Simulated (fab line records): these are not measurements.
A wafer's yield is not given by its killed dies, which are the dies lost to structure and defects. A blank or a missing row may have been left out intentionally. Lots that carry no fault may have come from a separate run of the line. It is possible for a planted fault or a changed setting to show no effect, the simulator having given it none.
What tool caused it?	flow nand_harc	36 wafers from 12 lots sampled at 5 of the route's 1302 steps

## WHAT THE GAUGES SHOWED, per wafer
NHARC_END_SORT_01.
lot	measured	on	killed_at_array	killed_at_other	killed_at_periphery	killed_dies	killed_open	killed_short
L938	day 32 20:26	prober-01	671 667 668	5 2 4	1 8 5	677 677 677	6 2 2	4 2 0
L939	day 34 08:27	prober-01	674 676 670	0 0 1	3 1 6	677 677 677	3 3 4	2 3 3

## TOOL THAT RAN EACH LOT (tool first, then ch and the chambers of the sampled wafers, then the start)
lot	NHARC_A_CHANNEL_HOLE_D1_ETCH_44	NHARC_A_CHANNEL_FILL_D1_ALD_14	NHARC_A_CHANNEL_FILL_D1_ALD_15	NHARC_A_CHANNEL_FILL_D1_ALD_25
L918	rie_diel-02 ch 0,2,3, day 9 01:17	ald_hk-01 ch 2,3, day 9 11:10	ald_sin_batch-02 ch 0, day 10 19:01 or earlier	ald_hk-03 ch 0,1,3, day 10 19:01
L919	rie_diel-11 ch 0,1,3, day 9 12:08	ald_hk-02 ch 0,1,3, day 9 20:20	ald_sin_batch-01 ch 0, day 11 03:28 or earlier	ald_hk-01 ch 0,1,2, day 11 03:28
L920	rie_diel-11 ch 0,1,2, day 10 01:00	ald_hk-01 ch 2,3, day 10 09:13	ald_sin_batch-02 ch 0, day 11 14:50 or earlier	ald_hk-02 ch 0,2, day 11 14:50
L921	rie_diel-11 ch 0,2,3, day 10 14:15	ald_hk-02 ch 0,1,2, day 10 22:27	ald_sin_batch-01 ch 0, day 12 04:26 or earlier	ald_hk-02 ch 0,2,3, day 12 04:26
L922	rie_diel-13 ch 0,1,3, day 10 14:35	ald_hk-03 ch 1,2,3, day 10 22:29	ald_sin_batch-01 ch 0, day 12 03:14 or earlier	ald_hk-01 ch 1,2,3, day 12 03:14
L923	rie_diel-13 ch 0,3, day 11 11:28	ald_hk-01 ch 1,2, day 11 19:41	ald_sin_batch-03 ch 0, day 13 08:55 or earlier	ald_hk-02 ch 0,1, day 13 08:55
L925	rie_diel-13 ch 1,2,3, day 12 00:04	ald_hk-03 ch 0,3, day 12 08:39	ald_sin_batch-03 ch 0, day 13 15:37 or earlier	ald_hk-02 ch 0,1,3, day 13 15:37
L927	rie_diel-02 ch 1,2,3, day 13 07:38	ald_hk-03 ch 2,3, day 13 16:25	ald_sin_batch-03 ch 0, day 14 22:59 or earlier	ald_hk-03 ch 0,2,3, day 14 22:59
L931	rie_diel-13 ch 0,1,3, day 14 22:19	ald_hk-02 ch 0,1,2, day 15 05:31	ald_sin_batch-01 ch 0, day 16 14:46 or earlier	ald_hk-01 ch 0,1,2, day 16 14:46
L938	rie_diel-11 ch 0,2,3, day 17 15:43	ald_hk-02 ch 0,2,3, day 17 23:54	ald_sin_batch-01 ch 0, day 19 02:30 or earlier	ald_hk-03 ch 0,1,2, day 19 02:30
L939	rie_diel-13 ch 1,3, day 17 20:11	ald_hk-01 ch 2,3, day 18 04:23	ald_sin_batch-03 ch 0, day 19 09:19 or earlier	ald_hk-03 ch 0,2, day 19 09:19
L940	rie_diel-13 ch 0,2,3, day 18 15:16	ald_hk-01 ch 2,3, day 18 23:29	ald_sin_batch-01 ch 0, day 20 05:50 or earlier	ald_hk-01 ch 0,1,2, day 20 05:50
- NHARC_A_CHANNEL_HOLE_D1_ETCH_44: etches the open film in CF4/O2, target depth 140 nm, overetch 14 nm, time 77 s.
- NHARC_A_CHANNEL_FILL_D1_ALD_14: deposits SiO2, target thk 2.5 nm, pulse time 10 s, ald cycles 25.
- NHARC_A_CHANNEL_FILL_D1_ALD_15: deposits SiNx, target thk 2 nm, pulse time 60 s, ald cycles 19.
- NHARC_A_CHANNEL_FILL_D1_ALD_25: deposits SiOx, target thk 60 nm, pulse time 10 s, ald cycles 600.

## AS READ BY THE TOOLS THEMSELVES (means over the sampled wafers that have a number; for cases with no such wafer, the mark the record gives instead)
NHARC_A_CHANNEL_HOLE_D1_ETCH_44.
lot	tool	drypump_motor_current_A (A)	oes_ar_750_au (a.u.)	oes_product_au (a.u.)	rf_vpp_V (V)	showerhead_plenum_p_Torr (Torr)	throttle_valve_pct (%)
L918	rie_diel-02	5.7	1.000	0.995	196.8	1.32	13.403
L919	rie_diel-11	6.2	0.995	0.995	196.5	1.32	13.396
L920	rie_diel-11	6.3	1.001	0.993	196.2	1.30	13.398
L921	rie_diel-11	6.3	1.004	0.991	196.7	1.32	13.401
L922	rie_diel-13	5.8	1.000	1.003	197.2	1.32	13.387
L923	rie_diel-13	5.6	1.001	0.997	197.8	1.35	13.405
L925	rie_diel-13	6.2	0.999	1.003	197.6	1.29	13.399
L927	rie_diel-02	5.5	0.999	1.003	198.3	1.36	13.397
L931	rie_diel-13	5.9	1.000	1.005	197.8	1.32	13.396
L938	rie_diel-11	6.3	1.002	1.000	196.4	1.30	13.402
L939	rie_diel-13	6.1	1.000	1.010	197.3	1.32	13.395
L940	rie_diel-13	5.6	0.998	1.009	198.6	1.37	13.397

NHARC_A_CHANNEL_FILL_D1_ALD_14.
lot	tool	heater_power_outer_w (W)	heater_power_w (W)	precursor_pulse_height_rel
L918	ald_hk-01	273	502	1.014
L919	ald_hk-02	274	467	1.003
L920	ald_hk-01	274	499	0.996
L921	ald_hk-02	272	477	1.018
L922	ald_hk-03	276	486	1.006
L923	ald_hk-01	276	497	1.003
L925	ald_hk-03	242	419	0.997
L927	ald_hk-03	282	506	1.011
L931	ald_hk-02	277	477	0.985
L938	ald_hk-02	261	440	0.996
L939	ald_hk-01	292	525	0.976
L940	ald_hk-01	292	526	0.990

NHARC_A_CHANNEL_FILL_D1_ALD_15.
lot	tool	chamber_pressure_Torr (Torr)	precursor_pulse_height_rel
L918	ald_sin_batch-02	1.996	0.976
L919	ald_sin_batch-01	2.000	0.985
L920	ald_sin_batch-02	1.998	1.010
L921	ald_sin_batch-01	1.997	1.008
L922	ald_sin_batch-01	2.002	0.998
L923	ald_sin_batch-03	1.998	1.010
L925	ald_sin_batch-03	2.004	0.986
L927	ald_sin_batch-03	2.003	1.005
L931	ald_sin_batch-01	2.003	0.997
L938	ald_sin_batch-01	2.000	1.005
L939	ald_sin_batch-03	2.000	1.002
L940	ald_sin_batch-01	2.003	0.991

NHARC_A_CHANNEL_FILL_D1_ALD_25.
lot	tool	heater_power_outer_w (W)	heater_power_w (W)	precursor_pulse_height_rel
L918	ald_hk-03	267	462	1.014
L919	ald_hk-01	251	460	1.001
L920	ald_hk-02	264	464	0.985
L921	ald_hk-02	269	456	0.999
L922	ald_hk-01	252	453	0.979
L923	ald_hk-02	280	479	1.002
L925	ald_hk-02	275	468	1.006
L927	ald_hk-03	274	481	1.019
L931	ald_hk-01	252	466	0.995
L938	ald_hk-03	-	-	-
L939	ald_hk-03	-	-	-
L940	ald_hk-01	252	472	0.992

## THE ANSWER, worked out from the rows above alone
Rule: the lots themselves supply what counts as usual. Put in order of their means at a reading, lots are off if they are a third of the lots or fewer, leave a main group of 4 or more, and stand apart from it by a gap of 3 or more times the standard deviation of the main group's means; of several such gaps the widest counts. A main group whose means are all the same, to the digits that the tables above print for the reading, isn't used. A lot without any number at a reading at which 4 lots or more have one is off too. The other lots that the step has rows for count as sound. After the gauges, taken in route order, come the tools' own readings; for these a lot's mean is taken, as printed above. At the first step where some lot is off, the reading lying furthest off is the one used; lots without a number count as furthest.
Off, at NHARC_A_CHANNEL_FILL_D1_ALD_25 on heater_power_outer_w: L938, L939. Without a number there: L938, L939. The main group: mean 264 W, standard deviation 11.
A tool fits if, at that step or a process step before it, it ran every lot that is off, and no sound lot after the first of them. Because NHARC_A_CHANNEL_FILL_D1_ALD_15 lacks a start for some lots, the hours and order of its lots are taken from NHARC_A_CHANNEL_FILL_D1_ALD_25. One fits: ald_hk-03 at NHARC_A_CHANNEL_FILL_D1_ALD_25. Its last sound lot is L927 (day 14 22:59), its first lot that is off L938 (day 19 02:30): a fault that began between those two fits.
Blank at NHARC_A_CHANNEL_FILL_D1_ALD_25 on the lots that are off, where sound lots have numbers: heater_power_outer_w, heater_power_w, precursor_pulse_height_rel.

## WHAT HAD BEEN PUT IN BY THE SIMULATOR
Whole step skipped at NHARC_A_CHANNEL_FILL_D1_ALD_25 on ald_hk-03, starting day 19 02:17. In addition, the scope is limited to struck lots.
Lots struck among those shown: L938, L939. The same result came from the rule above.
